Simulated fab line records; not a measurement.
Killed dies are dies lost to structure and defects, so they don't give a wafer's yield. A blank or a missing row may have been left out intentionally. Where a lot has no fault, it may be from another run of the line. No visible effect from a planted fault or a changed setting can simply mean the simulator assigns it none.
fab line records    flow n5_finfet
[record] lots = 6  wafers = 18  last_day = 17
route steps=1938 shown SD_EPI_N@283 SD_EPI_P@295 BEOL_M4@1111 PASSIVATION@1936
lots with no fault: from the same line, run without faults
start_h: hours from the record's opening day to when the first of the lot's shown wafers began    wait_h: hours elapsed since this lot's preceding step    " same as the row above    L1.1+2: a row that stands for several wafers    - no value, or no start was given    * or withheld: withheld    < > ~ a bound
route shown NAME@n: NAME is a module with steps in the file, n the number in the route of the first one    usual: average and standard deviation across the fault-free wafers    same: alike in all rows    chamber/n: place in a boat    sites: per-site readings    _std_site: standard deviation of those values    _edge_site: outer sites' mean less inner sites'    radius_mm: how far each site lies from the wafer's centre    mask NAME#n: copy n    behind: the tool/chamber that last shaped the wafer    hold: cause of the lot's hold/its duration in hours/its outcome    device: the transistor (n, p or np) that didn't switch    end of line: the same wafers' tests at the end of the route    where a step has no rows: the recipe by itself    killed: count of dies lost to structure and defects at first sort (not the wafer's yield)    map: the dies of a wafer, with x for killed, . for not killed, _ for no die there
set.NAME: the setting as run; set.NAME@STEP: as run at that earlier step    model.NAME: the simulator's own value behind a step, which no gauge read
lots at some steps of the route; a table a step, a row a wafer
services: from which hour (start_h, from the record's first day; less than 0 if before it) a tool's chamber was out of use, for how many hours, and why
[[steps]]
[step N5_SD_EPI_N_WET_ETCH_43]
[recipe] chemistry = dHF  dilution = withheld  time_s = 14  target = SiO2  target_depth_a = 15  temp_c = 25
[step N5_SD_EPI_N_STRIP_18]
[recipe] chemistry = SPM  time_s = 750  temp_c = 130  h2so4_h2o2_vol_ratio = 4
[step N5_SD_EPI_N_SRD_20]
[recipe] dry = ipa_marangoni  do_ppb = 5  time_s = 30  temp_c = 23  rinse_liquid = diw
[step N5_SD_EPI_N_PRECLEAN_48]
[recipe] chemistry = NF3:NH3  afs_cycles = 2  temp_c = 30  time_s = 20  sublimation_temp_c = 180  sublimation_time_s = 60  pressure_torr = 3  rf_power_w = 30
[step N5_SD_EPI_N_VAPOR_ETCH_50]
[recipe] chemistry = HCl  target = Si  temp_c = 775  time_s = 54  pressure_torr = 20  mode = isotropic
[usual] lamp_inner_pct = 19.7/1.2  throttle_valve_pct = 12.0/0.4
lot.wafer  tool          chamber  start_h  wait_h  lamp_inner_pct  throttle_valve_pct
L328.2     epi_rpcvd-03  0        55.22    0.3     18.3            12.2
L328.4     "             0        "        "       18.3            12.2
L328.6     "             0        "        "       18.3            12.2
L330.1     epi_rpcvd-03  0        67.65    0.3     18.3            12.2
L330.2     "             0        "        "       18.3            12.2
L330.4     "             0        "        "       18.4            12.1
L339.2     epi_rpcvd-01  0        129.03   0.5     21.0            12.1
L339.3     "             0        "        "       21.0            12.3
L339.5     "             0        "        "       21.3            12.4
L341.1     epi_rpcvd-03  0        137.50   0.3     18.7            12.2
L341.3     "             0        "        "       18.8            12.3
L341.4     "             0        "        "       18.4            12.1
L342.1     epi_rpcvd-01  0        142.96   0.5     21.1            12.3
L342.2     "             0        "        "       21.2            12.3
L342.3     "             0        "        "       21.5            12.2
L349.1     epi_rpcvd-04  0        186.26   0.4     20.5            11.7
L349.4     "             0        "        "       20.4            11.1
L349.6     "             0        "        "       20.6            11.5
[step N5_SD_EPI_N_EPI_21]
[recipe] material = Si:P  dopant = P  temp_c = 680  pressure_torr = 255  time_s = 690
[step N5_SD_EPI_N_EPI_MEAS_23]
[recipe] mode = xrd
[usual] thk_nm = 58.8/1.2
lot.wafer  tool           chamber  start_h  wait_h  thk_nm
L328.2     film_metro-02  -        57.09    1.2     59.9
L328.4     "              -        "        "       58.5
L328.6     "              -        "        "       60.0
L330.1     film_metro-01  -        69.55    1.4     58.5
L330.2     "              -        "        "       57.3
L330.4     "              -        "        "       58.4
L339.2     film_metro-02  -        132.32   2.0     60.4
L339.3     "              -        "        "       60.6
L339.5     "              -        "        "       59.7
L341.1     film_metro-01  -        139.39   1.4     56.8
L341.3     "              -        "        "       58.2
L341.4     "              -        "        "       58.8
L342.1     film_metro-02  -        146.30   2.5     62.0
L342.2     "              -        "        "       58.6
L342.3     "              -        "        "       58.6
L349.1     film_metro-02  -        188.77   1.9     59.9
L349.4     "              -        "        "       59.3
L349.6     "              -        "        "       60.4
[step N5_SD_EPI_N_PRECLEAN_24]
[recipe] chemistry = O3/DIW  time_s = 60  temp_c = 22  o3_ppm = 10
[step N5_SD_EPI_N_SRD_25]
[recipe] time_s = 30  temp_c = 23  rinse_liquid = diw  dry = ipa_marangoni
[step N5_SD_EPI_N_PRECLEAN_49]
[recipe] chemistry = NF3:NH3  afs_cycles = 1  temp_c = 30  time_s = 20  sublimation_temp_c = 180  sublimation_time_s = 60  pressure_torr = 3  rf_power_w = 30
[step N5_SD_EPI_N_LINER_46]
[recipe] material = SiNx  target_thk_a = 30  temp_c = 400  ald_precursor_family = SiH2I2  ald_co_reactant = N2/H2-plasma  pressure_torr = 2
[usual] heater_power_outer_w = 514/58  heater_power_w = 828/89
lot.wafer  tool        chamber  start_h  wait_h  heater_power_outer_w  heater_power_w
L328.2     ald_sin-04  3        58.20    0.9     568                   925
L328.4     "           2        "        "       439                   742
L328.6     "           3        "        "       562                   901
L330.1     ald_sin-04  3        70.00    0.2     569                   914
L330.2     "           2        "        "       452                   714
L330.4     "           2        "        "       453                   748
L339.2     ald_sin-03  0        133.02   0.5     518                   832
L339.3     "           3        "        "       512                   805
L339.5     "           2        "        "       558                   916
L341.1     ald_sin-02  2        139.71   0.2     432                   706
L341.3     "           1        "        "       436                   711
L341.4     "           1        "        "       445                   699
L342.1     ald_sin-04  0        146.88   0.4     549                   861
L342.2     "           3        "        "       562                   884
L342.3     "           2        "        "       458                   756
L349.1     ald_sin-02  2        189.24   0.3     419                   728
L349.4     "           0        "        "       579                   935
L349.6     "           0        "        "       577                   933
[step N5_SD_EPI_N_INSPECT_26]
[recipe] inspect_instrument = darkfield  mode = post_epi
[usual] raw_defect_count = 208/40
lot.wafer  tool               chamber  start_h  wait_h  raw_defect_count
L328.2     defect_inspect-01  -        58.45    0.1     206
L328.4     "                  -        "        "       202
L328.6     "                  -        "        "       216
L330.1     defect_inspect-02  -        70.25    0.1     208
L330.2     "                  -        "        "       249
L330.4     "                  -        "        "       243
L339.2     defect_inspect-01  -        133.27   0.1     191
L339.3     "                  -        "        "       202
L339.5     "                  -        "        "       167
L341.1     defect_inspect-02  -        139.96   0.1     215
L341.3     "                  -        "        "       247
L341.4     "                  -        "        "       219
L342.1     defect_inspect-02  -        147.13   0.1     227
L342.2     "                  -        "        "       232
L342.3     "                  -        "        "       203
L349.1     defect_inspect-01  -        189.50   0.2     216
L349.4     "                  -        "        "       204
L349.6     "                  -        "        "       267
[step N5_SD_EPI_P_COAT_34]
[recipe] resist = SOC  temp_c = 250  time_s = 60  spin_rpm = 1500  resist_thk_nm = 350
[usual] chill_plate_temp_C = 23.00/0.1  heater_power_total_W = 500.5/1.8  plate_temp_C = 250.03/0.16
lot.wafer  tool            chamber  start_h  wait_h  chill_plate_temp_C  heater_power_total_W  plate_temp_C
L328.2     litho_track-01  0        58.48    0.0     23.03               500.6                 249.94
L328.4     "               0        "        "       23.04               499.5                 250.11
L328.6     "               0        "        "       22.95               497.9                 250.20
L330.1     litho_track-03  0        70.28    0.0     22.85               502.0                 250.01
L330.2     "               0        "        "       23.19               502.3                 250.08
L330.4     "               0        "        "       23.06               500.2                 250.04
L339.2     litho_track-03  0        133.30   0.0     22.92               817.5                 262.34
L339.3     "               0        "        "       22.92               815.2                 262.56
L339.5     "               0        "        "       22.98               816.0                 262.62
L341.1     litho_track-03  0        139.99   0.0     23.08               814.1                 262.30
L341.3     "               0        "        "       22.95               816.1                 262.18
L341.4     "               0        "        "       23.00               814.2                 262.27
L342.1     litho_track-01  0        147.17   0.0     22.93               502.1                 250.12
L342.2     "               0        "        "       22.87               498.7                 249.82
L342.3     "               0        "        "       23.02               502.4                 250.09
L349.1     litho_track-05  0        189.53   0.0     23.03               499.2                 249.82
L349.4     "               0        "        "       22.99               502.2                 250.02
L349.6     "               0        "        "       22.98               503.1                 249.95
[step N5_SD_EPI_P_COAT_35]
[recipe] resist = SiARC  temp_c = 220  time_s = 60  spin_rpm = 1500  resist_thk_nm = 35
[step N5_BEOL_M4_RC_MEAS_101]
[usual] DIBL_N = 35.9/1.8  DIBL_P = 36.2/2  IOFF_N = 0.16/0.031  IOFF_P = 0.22/0.041  ION_N = 676/11  ION_P = 465/8.5  SS_N = 71.4/0.64  SS_P = 73.2/0.7  VT_N = 250/3.5  VT_P = -250/3.9
lot.wafer  tool       chamber  start_h  wait_h  DIBL_N[mV/V]  DIBL_P[mV/V]  IOFF_N[nA/um]  IOFF_P[nA/um]  ION_N[uA/um]  ION_P[uA/um]  SS_N[mV/dec]  SS_P[mV/dec]  VT_N[mV]  VT_P[mV]
L328.2     prober-02  0        172.51   0.2     35.8          37.0          0.15           0.20           674           457           71.0          73.6          250       -251
L328.4     "          0        "        "       35.8          37.4          0.16           0.22           690           477           71.3          72.8          251       -252
L328.6     "          0        "        "       37.2          39.3          0.17           0.23           669           463           72.1          73.7          250       -249
L330.1     prober-02  0        188.71   0.0     34.4          35.2          0.13           0.18           674           464           71.2          72.7          254       -251
L330.2     "          0        "        "       30.5          31.1          0.08           0.13           646           454           70.4          71.8          260       -251
L330.4     "          0        "        "       35.5          37.5          0.16           0.21           665           466           71.9          74.1          251       -247
L339.2     prober-02  0        243.96   0.2     36.5          37.8          0.20           0.26           692           469           71.7          73.9          247       -246
L339.3     "          0        "        "       35.1          36.4          0.16           0.23           681           473           71.8          74.0          252       -246
L339.5     "          0        "        "       34.5          35.5          0.15           0.21           673           468           71.6          74.1          250       -248
L341.1     prober-01  0        257.21   0.0     36.1          36.0          0.19           0.23           679           468           71.4          73.5          246       -247
L341.3     "          0        "        "       34.1          33.3          0.14           0.19           678           468           71.0          72.1          251       -250
L341.4     "          0        "        "       34.7          35.0          0.16           0.23           666           464           70.6          72.8          248       -248
L342.1     prober-01  0        259.86   0.0     33.9          34.3          0.12           0.15           662           447           71.9          72.3          254       -257
L342.2     "          0        "        "       33.6          34.0          0.12           0.15           664           462           70.5          72.8          255       -256
L342.3     "          0        "        "       35.2          35.5          0.13           0.17           668           456           70.8          72.6          252       -255
L349.1     prober-02  0        308.65   0.0     38.0          38.0          0.19           0.25           691           473           71.6          73.5          245       -244
L349.4     "          0        "        "       37.1          37.1          0.17           0.24           687           476           72.0          73.5          245       -249
L349.6     "          0        "        "       39.0          39.6          0.22           0.29           698           482           72.2          74.0          244       -246
[step N5_PASSIVATION_PROBE_49]
[usual] defect_limited_yield = 91.3/1.3  killed_at_M0_to_M3 = 35/9.3  killed_at_M4_up = 14/5.2  killed_at_contacts = 12/5.9  killed_at_front_end = 38/11  killed_at_other = 4/3.7  killed_dies = 103/15  killed_open = 67/12  killed_short = 34/8  sort_bin_5_function = 5.1/0.88  sort_bin_6_memory = 3.3/0.65  sort_bin_8_speed = 0.00/0.03  sort_n_pass = 1077/15  sort_yield_pct = 91.3/1.3
[same] gross_dies = 1180  killed_at_back_side = 0  sort_bin_4_leakage[%] = 0
lot.wafer  tool       chamber  start_h  wait_h  defect_limited_yield[%]  killed_at_M0_to_M3  killed_at_M4_up  killed_at_contacts  killed_at_front_end  killed_at_other  killed_dies  killed_open  killed_short  sort_bin_5_function[%]  sort_bin_6_memory[%]  sort_bin_8_speed[%]  sort_n_pass  sort_yield_pct[%]
L328.2     prober-01  -        285.46   0.5     90.8                     42                  15               7                   44                   1                109          71           37            5.9                     2.7                   0                    1071         90.8
L328.4     prober-01  -        285.56   0.6     92.7                     39                  10               14                  19                   4                86           55           30            4.2                     2.9                   0                    1094         92.7
L328.6     prober-01  -        285.66   0.7     90.3                     60                  8                12                  32                   2                114          67           45            5.8                     3.6                   0                    1066         90.3
L339.2     prober-01  -        356.01   0.1     90.8                     48                  14               14                  29                   4                109          73           36            5.3                     3.5                   0                    1071         90.8
L339.3     prober-01  -        356.06   0.1     92.8                     36                  11               5                   29                   4                85           42           42            4.1                     2.6                   0                    1095         92.8
L339.5     prober-01  -        356.16   0.2     94.3                     30                  9                7                   20                   1                67           45           21            3.9                     1.7                   0                    1113         94.3
L341.1     prober-02  -        380.60   0.0     92.8                     20                  15               9                   41                   0                85           50           30            4.1                     2.5                   0                    1095         92.8
L341.3     prober-02  -        380.70   0.1     94.0                     30                  10               9                   16                   6                71           48           21            3.6                     2.5                   0                    1109         94.0
L341.4     prober-02  -        380.75   0.2     90.6                     46                  24               12                  27                   2                111          66           44            6.0                     3.3                   0                    1069         90.6
L342.1     prober-02  -        380.90   0.3     90.6                     43                  19               7                   40                   2                111          72           36            5.8                     3.4                   0                    1069         90.6
L342.2     prober-02  -        380.95   0.4     92.5                     33                  11               8                   35                   2                89           60           28            4.2                     3.2                   0                    1091         92.5
L342.3     prober-02  -        381.00   0.4     92.6                     32                  16               3                   32                   4                87           65           20            4.1                     3.3                   0                    1093         92.6
L349.1     prober-01  -        407.58   0.0     92.4                     38                  10               8                   34                   0                90           52           38            4.8                     2.5                   0                    1090         92.4
L349.4     prober-01  -        407.73   0.2     91.7                     34                  12               5                   42                   5                98           55           43            4.4                     3.3                   0                    1082         91.7
L349.6     prober-01  -        407.83   0.3     93.1                     11                  11               11                  44                   5                82           54           27            4.0                     2.8                   0                    1098         93.1
// killed by level:class
L328.2 BEOL_M3:geometric_particle:open=15 FIN_SAQP:geometric_particle:short=11 FIN_SAQP:geometric_particle:open=10 BEOL_M0_SAQP:geometric_particle:short=10 BEOL_M0_SAQP:geometric_particle:open=8 STI_FIN_REVEAL:geometric_particle:open=6 MOL_CONTACT_COAG:geometric_particle:open=6 STARTING-WAFER:geometric_particle:open=5
L328.4 BEOL_M3:geometric_particle:open=15 MOL_CONTACT_COAG:geometric_particle:open=12 BEOL_M0_SAQP:geometric_particle:open=11 BEOL_M0_SAQP:geometric_particle:short=8 FIN_SAQP:geometric_particle:open=5 FIN_SAQP:geometric_particle:short=4 GATE_CUT:geometric_particle:short=3 STI_FIN_REVEAL:geometric_particle:open=2
L328.6 BEOL_M0_SAQP:geometric_particle:open=20 BEOL_M0_SAQP:geometric_particle:short=18 BEOL_M3:geometric_particle:open=12 MOL_CONTACT_COAG:geometric_particle:open=8 GATE_CUT:geometric_particle:short=6 STI_FIN_REVEAL:geometric_particle:open=5 FIN_SAQP:geometric_particle:open=4 FIN_SAQP:geometric_particle:short=4
L339.2 MOL_CONTACT_COAG:geometric_particle:open=12 BEOL_M0_SAQP:geometric_particle:open=11 BEOL_M2:geometric_particle:open=11 BEOL_M0_SAQP:geometric_particle:short=8 FIN_SAQP:geometric_particle:short=7 DUMMY_GATE:geometric_particle:open=7 BEOL_M3:geometric_particle:open=6 FIN_SAQP:geometric_particle:open=5
L339.3 BEOL_M0_SAQP:geometric_particle:short=15 BEOL_M0_SAQP:geometric_particle:open=7 FIN_SAQP:geometric_particle:short=4 DUMMY_GATE:geometric_particle:open=4 STARTING-WAFER:geometric_particle:short=4 BEOL_M3:geometric_particle:open=4 STI_FIN_REVEAL:geometric_particle:open=3 GATE_CUT:geometric_particle:short=3
L339.5 BEOL_M0_SAQP:geometric_particle:open=13 BEOL_M3:geometric_particle:open=6 GATE_CUT:geometric_particle:short=5 MOL_CONTACT_COAG:geometric_particle:open=5 BEOL_M1:geometric_particle:open=4 STARTING-WAFER:geometric_particle:open=4 STI_FIN_REVEAL:geometric_particle:open=3 BEOL_M0_SAQP:geometric_particle:short=3
L341.1 STI_FIN_REVEAL:geometric_particle:open=9 BEOL_M0_SAQP:geometric_particle:short=8 MOL_CONTACT_COAG:geometric_particle:open=7 GATE_CUT:geometric_particle:short=6 BEOL_M4:geometric_particle:open=5 HKMG_FIN:area_etch=5 FIN_SAQP:geometric_particle:short=4 FIN_SAQP:geometric_particle:open=4
L341.3 STI_FIN_REVEAL:geometric_particle:open=8 BEOL_M0_SAQP:geometric_particle:short=7 MOL_CONTACT_COAG:geometric_particle:open=6 BEOL_M0_SAQP:geometric_particle:open=6 BEOL_M1:geometric_particle:open=6 BEOL_M2:geometric_particle:open=6 FIN_SAQP:geometric_particle:short=4 BEOL_M5:geometric_particle:open=4
L341.4 BEOL_M0_SAQP:geometric_particle:open=18 BEOL_M0_SAQP:geometric_particle:short=14 FIN_SAQP:geometric_particle:short=7 MOL_CONTACT_COAG:geometric_particle:open=7 BEOL_M4:geometric_particle:open=6 MOL_CONTACT_COAG:geometric_particle:short=5 STI_FIN_REVEAL:geometric_particle:open=4 BEOL_M3:geometric_particle:open=4
L342.1 STI_FIN_REVEAL:geometric_particle:open=11 BEOL_M3:geometric_particle:open=9 DUMMY_GATE:geometric_particle:open=8 BEOL_M2:geometric_particle:open=8 BEOL_M0_SAQP:geometric_particle:short=7 BEOL_M1:geometric_particle:open=7 FIN_SAQP:geometric_particle:open=6 BEOL_M4:geometric_particle:short=6
L342.2 BEOL_M3:geometric_particle:open=10 STI_FIN_REVEAL:geometric_particle:open=7 MOL_CONTACT_COAG:geometric_particle:open=6 BEOL_M1:geometric_particle:open=6 DUMMY_GATE:geometric_particle:open=5 BEOL_M2:geometric_particle:open=5 FIN_SAQP:geometric_particle:short=4 FIN_SAQP:geometric_particle:open=4
L342.3 BEOL_M3:geometric_particle:open=11 BEOL_M1:geometric_particle:open=8 FIN_SAQP:geometric_particle:short=6 FIN_SAQP:geometric_particle:open=6 DUMMY_GATE:geometric_particle:open=6 STI_FIN_REVEAL:geometric_particle:open=6 BEOL_M5:geometric_particle:open=5 BEOL_M4:geometric_particle:open=4
L349.1 FIN_SAQP:geometric_particle:short=12 FIN_SAQP:geometric_particle:open=10 BEOL_M0_SAQP:geometric_particle:open=8 BEOL_M0_SAQP:geometric_particle:short=8 BEOL_M3:geometric_particle:open=7 MOL_CONTACT_COAG:geometric_particle:open=5 BEOL_M1:geometric_particle:short=5 STI_FIN_REVEAL:geometric_particle:open=4
L349.4 FIN_SAQP:geometric_particle:short=15 BEOL_M3:geometric_particle:open=8 BEOL_M1:geometric_particle:open=8 FIN_SAQP:geometric_particle:open=6 BEOL_M0_SAQP:geometric_particle:short=5 BEOL_M4:geometric_particle:open=5 DUMMY_GATE:geometric_particle:open=3 GATE_CUT:geometric_particle:short=3
L349.6 FIN_SAQP:geometric_particle:open=11 FIN_SAQP:geometric_particle:short=10 MOL_CONTACT_COAG:geometric_particle:open=9 BEOL_M4:geometric_particle:open=7 STARTING-WAFER:geometric_particle:short=5 STI_FIN_REVEAL:geometric_particle:open=4 BEOL_M0:geometric_particle:open=4 GATE_CUT:geometric_particle:open=3
[[services]]
tool            chamber  start_h  hours  kind
ald_sin-02      3        32.47    3.5    repair
ald_sin-04      -        53.48    0.7    repair
ald_sin-04      1        66.51    9.2    repair
epi_rpcvd-04    -        77.19    2.1    repair
epi_rpcvd-04    -        82.86    1.3    repair
ald_sin-03      -        102.60   28.1   pm
epi_rpcvd-01    -        133.35   4.3    pm
litho_track-01  -        142.89   -      consumable_replace:filter
epi_rpcvd-01    -        154.17   1.0    repair
epi_rpcvd-03    -        173.81   20.6   repair
ald_sin-03      -        178.17   14.0   pm
ald_sin-03      0        178.17   14.0   vent_cycle
ald_sin-03      1        178.17   14.0   vent_cycle
ald_sin-03      2        178.17   14.0   vent_cycle
ald_sin-03      3        178.17   14.0   vent_cycle
ald_sin-04      1        178.87   152.3  repair
[[key]]
[first_sign] step = N5_SD_EPI_P_COAT_34  reading = heater_power_total_W  direction = up  sigmas = 99+  usual = *  struck = *
[effect] step = N5_SD_EPI_P_COAT_34  reading = plate_temp_C  direction = up  sigmas = 79  usual = *  struck = *
met_at N5_SD_EPI_P_COAT_34
struck_wafers L339.2,L339.3,L339.5,L341.1,L341.3,L341.4
onset_between 70.28 133.30
[fault] kind = process_parameter_drift  tool = litho_track-03  chamber = -  onset_h = 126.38  steps = N5_SD_EPI_P_COAT_34  channel = temp_c  offset = *  shape = step  end_h = 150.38  acts_in = *  stated = *
